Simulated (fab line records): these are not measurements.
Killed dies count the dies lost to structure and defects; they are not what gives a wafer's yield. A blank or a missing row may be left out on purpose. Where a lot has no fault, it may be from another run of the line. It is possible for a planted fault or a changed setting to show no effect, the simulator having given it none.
8D (eight disciplines) problem report, filled in by code -- flow n5-finfet -- the parts of the form that need people (team, actions taken, sign-off) are left out

== 1. THE ISSUE ==
Wafers without a fault read 63 s, standard deviation 3.4; time-to-endpoint-s at N5_BEOL_M4_CMP_52 reads a mean of 88 s on 2 wafers belonging to 2 lots. That puts it +7.5 standard deviations away from the usual mean.
The step: polishes, stops on SiOC, t overpolish 6.8 s, target thk 40 nm.
First seen on wafer L401.5, day 13 16:29, on cmp-03. At this step, 28 wafers from 10 lots have a number in the record. Rule for "out" (also "out of limits"): further than 4 standard deviations from the usual mean. The rest of the wafers with a number are treated as sound.

== 2. WHAT IT IS; WHAT IT IS NOT ==
question,is,is not
which readings at this step,time-to-endpoint-s,"clearing-platen-rpm, motor-current-A, platen-rpm"
which lots,"L401, L402","L382, L386, L387, L389, L391, L392, L393, L394"
which wafers of those lots,"L401.5, L402.2","L401.1, L401.6, L402.6"
read on which tools,"cmp-02, cmp-03",cmp-04
when,from day 13 16:29,up to then (25 sound wafers); but 1 sound wafer of L402 came after

== 3. SUSPECTS, AND WHAT RULES EACH OUT ==
Counting: any tool at a process step up to the reading remains a suspect provided it ran every lot that is out. Sound lots after the first of them don't rule it out here, since some wafers of a struck lot are sound.
- ecd-cu-02 at N5_BEOL_M4_ECD_50 (material Cu, target thk 300 nm): kept. It ran every lot that is out, first L401 (day 13 14:37); its last sound lot up to then is L394 (day 11 14:38).
After counting, what remains is ecd-cu-02 at N5_BEOL_M4_ECD_50.

== 4. THE CAUSE (what the simulator had put in) ==
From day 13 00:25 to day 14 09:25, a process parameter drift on ecd-cu-02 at N5_BEOL_M4_ECD_50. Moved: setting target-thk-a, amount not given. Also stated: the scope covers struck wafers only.
This tool alone remained once counting was done.

== 5. SEQUENCE OF EFFECTS, ordered by route ==
Rows list readings where the struck wafers' mean (over those with a number) sits beyond 3 standard deviations from the usual. Readings are gone through only where the record gives a usual standard deviation; hours: the median, over the lots, of the time from a lot's start at the first step in this table giving one to that lot's start at this step; sigmas: the change measured in usual standard deviations.
hours,step,reading,usual,on struck wafers,change,sigmas
0,N5_BEOL_M4_CMP_52,time-to-endpoint-s,63 s,88,+26,+7.5
It contains these process steps:
- N5_BEOL_M4_CMP_52: polishes, stops on SiOC, t overpolish 6.8 s, target thk 40 nm.
Later steps that measure or inspect, where all struck wafers having a row at the step show a number for every such reading and not one has moved that far: N5_BEOL_M4_RC_MEAS_101.

== 6. WHAT WOULD HAVE CAUGHT IT SOONER ==
First out-of-limits reading in this record: day 13 16:29, which is 16 hours after fault onset at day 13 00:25.
Lots out: 2; of these, L402 started N5_BEOL_M4_ECD_50 on ecd-cu-02 after day 13 16:29. A hold on the tool at that time would have spared it.
